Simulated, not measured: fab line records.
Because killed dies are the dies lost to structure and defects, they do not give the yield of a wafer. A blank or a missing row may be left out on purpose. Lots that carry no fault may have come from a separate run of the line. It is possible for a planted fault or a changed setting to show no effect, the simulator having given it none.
Which tool is to blame?    flow n5Finfet    Sampling: 24 lots, 72 wafers, 4 of 1938 route steps

WHAT EACH GAUGE READ, for each wafer
N5_BEOL_M7_CD_MEAS_35: target cd 40 nm.
lot   measured      on        cdNm (nm)
L075  day 9 05:16   cdSem-02  40.6 41.2 39.6
L074  day 9 06:10   cdSem-02  41.4 40.7 40.2
L076  day 9 10:34   cdSem-02  39.9 39.7 40.6
L077  day 10 05:36  cdSem-02  40.9 40.7 40.3
L079  day 10 07:33  cdSem-01  40.8 41.8 41.1
L078  day 10 07:40  cdSem-01  39.6 39.1 41.5
L080  day 10 18:47  cdSem-02  39.1 40.5 39.0
L082  day 11 01:41  cdSem-03  39.9 40.9 39.2
L081  day 11 02:09  cdSem-01  40.2 40.0 39.2
L084  day 11 07:47  cdSem-03  39.5 39.8 40.6
L083  day 11 07:58  cdSem-03  39.7 39.5 38.7
L085  day 11 23:40  cdSem-02  39.9 40.6 39.1
L086  day 12 10:05  cdSem-03  40.5 39.7 40.0
L088  day 12 18:36  cdSem-01  41.4 39.9 39.7
L087  day 12 17:59  cdSem-03  40.0 41.4 39.6
L089  day 13 01:17  cdSem-01  38.8 40.5 38.8
L090  day 13 14:32  cdSem-01  40.3 39.0 40.7
L091  day 13 18:26  cdSem-02  40.7 40.6 41.1
L092  day 13 22:47  cdSem-01  39.0 40.3 39.0
L093  day 14 10:01  cdSem-02  39.8 40.1 39.2
L094  day 14 10:11  cdSem-01  39.4 40.5 39.0
L095  day 14 19:46  cdSem-03  40.2 39.2 38.8
L097  day 15 01:43  cdSem-01  42.0 41.5 41.2
L096  day 15 01:29  cdSem-01  41.0 40.1 41.6

WHICH TOOL RAN EACH LOT (tool, then ch and the chambers of the sampled wafers, then the start)
lot   N5_BEOL_M6_PRE_CLEAN_45      N5_BEOL_M7_HM_OPEN_17             N5_BEOL_M7_ETCH_65
L075  pvdSputter-01, day 8 23:23   rieMetal-03 ch 0,1, day 9 03:55   rieDiel-02 ch 0,1,2, day 9 04:44
L074  pvdSputter-01, day 8 23:52   rieMetal-03 ch 0, day 9 04:47     rieDiel-06 ch 0,2,3, day 9 05:38
L076  pvdSputter-02, day 9 01:47   rieMetal-03 ch 0,1, day 9 08:35   rieDiel-06 ch 0,1, day 9 09:56
L077  pvdSputter-03, day 9 21:02   rieMetal-02 ch 0,1, day 10 01:36  rieDiel-02 ch 0,2,3, day 10 05:04
L079  pvdSputter-02, day 9 22:23   rieMetal-02 ch 0,1, day 10 06:08  rieDiel-02 ch 1,2,3, day 10 07:01
L078  pvdSputter-02, day 10 00:58  rieMetal-02 ch 0,1, day 10 06:23  rieDiel-03 ch 0,1,2, day 10 07:08
L080  pvdSputter-01, day 10 10:05  rieMetal-01 ch 0,1, day 10 16:38  rieDiel-06 ch 0,1,2, day 10 18:08
L082  pvdSputter-02, day 10 19:14  rieMetal-02 ch 0,1, day 11 00:03  rieDiel-03 ch 1,2,3, day 11 01:09
L081  pvdSputter-02, day 10 19:19  rieMetal-02 ch 0,1, day 11 00:32  rieDiel-06 ch 1,2,3, day 11 01:36
L084  pvdSputter-02, day 11 00:26  rieMetal-02 ch 0,1, day 11 04:10  rieDiel-03 ch 0,1,2, day 11 07:16
L083  pvdSputter-03, day 11 00:40  rieMetal-03 ch 0,1, day 11 04:41  rieDiel-06 ch 1,2,3, day 11 07:26
L085  pvdSputter-03, day 11 15:34  rieMetal-01 ch 0,1, day 11 20:23  rieDiel-02 ch 1,2,3, day 11 23:02
L086  pvdSputter-01, day 12 00:40  rieMetal-02 ch 0,1, day 12 06:53  rieDiel-06 ch 2,3, day 12 09:28
L088  pvdSputter-02, day 12 10:57  rieMetal-01 ch 0,1, day 12 15:35  rieDiel-03 ch 0,1,3, day 12 18:04
L087  pvdSputter-02, day 12 11:08  rieMetal-01 ch 0,1, day 12 15:46  rieDiel-02 ch 0,1,2, day 12 17:27
L089  pvdSputter-01, day 12 18:26  rieMetal-03 ch 0,1, day 12 23:50  rieDiel-03 ch 2,3, day 13 00:46
L090  pvdSputter-01, day 13 10:11  rieMetal-03 ch 0,1, day 13 13:17  rieDiel-06 ch 0,1,3, day 13 14:00
L091  pvdSputter-02, day 13 12:23  rieMetal-01 ch 1, day 13 16:28    rieDiel-06 ch 0,1,2, day 13 17:54
L092  pvdSputter-02, day 13 14:50  rieMetal-01 ch 1, day 13 20:01    rieDiel-03 ch 0,2, day 13 22:16
L093  pvdSputter-02, day 13 23:10  rieMetal-03 ch 0, day 14 03:34    rieDiel-02 ch 1,3, day 14 09:22
L094  pvdSputter-01, day 13 23:29  rieMetal-02 ch 0,1, day 14 05:59  rieDiel-06 ch 0,1,3, day 14 09:38
L095  pvdSputter-03, day 14 11:40  rieMetal-02 ch 0,1, day 14 17:08  rieDiel-02 ch 0,1,3, day 14 19:07
L097  pvdSputter-02, day 14 16:52  rieMetal-02 ch 0,1, day 14 22:46  rieDiel-06 ch 0,3, day 15 01:11
L096  pvdSputter-02, day 14 19:48  rieMetal-02 ch 0,1, day 14 23:30  rieDiel-02 ch 0,1,2, day 15 00:56
- N5_BEOL_M6_PRE_CLEAN_45: time 30 s.
- N5_BEOL_M7_HM_OPEN_17: chemistry Cl2/BCl3, target TiN, target depth 20 nm, overetch 6 nm.
- N5_BEOL_M7_ETCH_65: etches SiARC in CF4, target depth 15.6 nm, time 26 s.

WHAT THE TOOLS THEMSELVES READ (means of the sampled wafers that have a number; where no wafer has one, the mark that the record gives instead)
N5_BEOL_M6_PRE_CLEAN_45.
lot   tool           heaterPowerW (W)
L075  pvdSputter-01  337
L074  pvdSputter-01  326
L076  pvdSputter-02  311
L077  pvdSputter-03  308
L079  pvdSputter-02  325
L078  pvdSputter-02  343
L080  pvdSputter-01  341
L082  pvdSputter-02  338
L081  pvdSputter-02  337
L084  pvdSputter-02  345
L083  pvdSputter-03  309
L085  pvdSputter-03  308
L086  pvdSputter-01  336
L088  pvdSputter-02  327
L087  pvdSputter-02  320
L089  pvdSputter-01  346
L090  pvdSputter-01  337
L091  pvdSputter-02  341
L092  pvdSputter-02  341
L093  pvdSputter-02  320
L094  pvdSputter-01  325
L095  pvdSputter-03  302
L097  pvdSputter-02  308
L096  pvdSputter-02  323

N5_BEOL_M7_HM_OPEN_17.
lot   tool         drypumpMotorCurrentA (A)  oesProductAu (a.u.)  throttleValvePct (%)
L075  rieMetal-03  5.9                       0.68                 22.29
L074  rieMetal-03  5.8                       0.74                 22.35
L076  rieMetal-03  5.9                       0.68                 22.29
L077  rieMetal-02  6.2                       0.65                 22.50
L079  rieMetal-02  6.2                       0.64                 22.51
L078  rieMetal-02  6.0                       0.62                 22.55
L080  rieMetal-01  5.1                       0.65                 22.10
L082  rieMetal-02  6.2                       0.64                 22.50
L081  rieMetal-02  6.2                       0.65                 22.50
L084  rieMetal-02  6.0                       0.61                 22.55
L083  rieMetal-03  6.0                       0.60                 22.26
L085  rieMetal-01  5.4                       0.65                 22.18
L086  rieMetal-02  6.1                       0.62                 22.54
L088  rieMetal-01  5.1                       0.65                 22.11
L087  rieMetal-01  5.4                       0.64                 22.20
L089  rieMetal-03  5.9                       0.65                 22.31
L090  rieMetal-03  6.0                       0.60                 22.27
L091  rieMetal-01  4.9                       0.66                 21.99
L092  rieMetal-01  4.9                       0.65                 22.00
L093  rieMetal-03  5.7                       0.70                 22.35
L094  rieMetal-02  6.2                       0.62                 22.51
L095  rieMetal-02  6.2                       0.62                 22.52
L097  rieMetal-02  6.1                       0.60                 22.57
L096  rieMetal-02  6.1                       0.60                 22.55

N5_BEOL_M7_ETCH_65.
lot   tool        cf4FlowSccm (sccm)  drypumpMotorCurrentA (A)  etchRfOnTimeS (s)  oesProductAu (a.u.)  rfVppV (V)  showerheadPlenumPTorr (Torr)  throttleValvePct (%)
L075  rieDiel-02  100.01              6.3                       26.7               0.70                 184.9       2.16                          15.50
L074  rieDiel-06  99.97               5.6                       26.5               0.69                 184.4       2.19                          15.71
L076  rieDiel-06  100.04              5.7                       25.3               0.77                 183.8       2.12                          15.51
L077  rieDiel-02  100.04              5.9                       26.2               0.70                 183.0       2.14                          15.52
L079  rieDiel-02  99.71               6.0                       26.4               0.72                 182.6       2.12                          15.46
L078  rieDiel-03  99.84               6.2                       26.3               0.73                 184.0       2.11                          15.47
L080  rieDiel-06  99.95               5.6                       25.8               0.70                 183.0       2.14                          15.74
L082  rieDiel-03  100.10              6.0                       27.0               0.65                 184.0       2.15                          15.77
L081  rieDiel-06  100.14              5.4                       26.7               0.70                 184.0       2.16                          15.59
L084  rieDiel-03  100.42              6.1                       26.5               0.72                 183.9       2.11                          15.48
L083  rieDiel-06  99.79               5.4                       26.2               0.71                 183.9       2.16                          15.58
L085  rieDiel-02  99.98               6.0                       26.5               0.71                 183.5       2.12                          15.49
L086  rieDiel-06  99.93               5.4                       27.2               0.67                 184.9       2.21                          15.59
L088  rieDiel-03  99.96               5.9                       26.7               0.65                 184.3       2.11                          15.66
L087  rieDiel-02  100.16              6.3                       26.8               0.66                 184.2       2.15                          15.55
L089  rieDiel-03  100.31              6.0                       27.6               0.61                 185.3       2.19                          15.76
L090  rieDiel-06  100.03              5.6                       25.5               0.72                 185.0       2.17                          15.55
L091  rieDiel-06  99.84               5.7                       26.3               0.68                 183.2       2.13                          15.79
L092  rieDiel-03  99.88               6.3                       26.5               0.75                 184.9       2.10                          15.17
L093  rieDiel-02  100.27              6.2                       26.9               0.65                 183.4       2.13                          15.49
L094  rieDiel-06  99.86               5.6                       25.8               0.71                 184.3       2.16                          15.55
L095  rieDiel-02  100.06              6.1                       26.7               0.71                 183.7       2.15                          15.38
L097  rieDiel-06  99.96               5.6                       26.7               0.68                 185.4       2.21                          15.55
L096  rieDiel-02  100.09              6.3                       26.8               0.73                 183.6       2.15                          15.41

THE ANSWER, worked out from the rows above alone
Rule: the lots themselves supply what counts as usual. Put in order of their means at a reading, lots are off if they are a third of the lots or fewer, leave a main group of 4 or more, and stand apart from it by a gap of 3 or more times the standard deviation of the main group's means; of several such gaps the widest counts. A main group is skipped when, at the precision printed for the reading in the tables above, its means are all equal. A lot without any number at a reading at which 4 lots or more have one is off too. All remaining lots with rows at the step are treated as sound. First the gauges in route order, then the tools' own readings, where a lot's mean is used as printed above. At the first step where some lot is off, the reading lying furthest off is the one used; lots without a number count as furthest.
None of the lots is off at any reading shown; this tells nothing.

WHAT WAS PUT IN BY THE SIMULATOR
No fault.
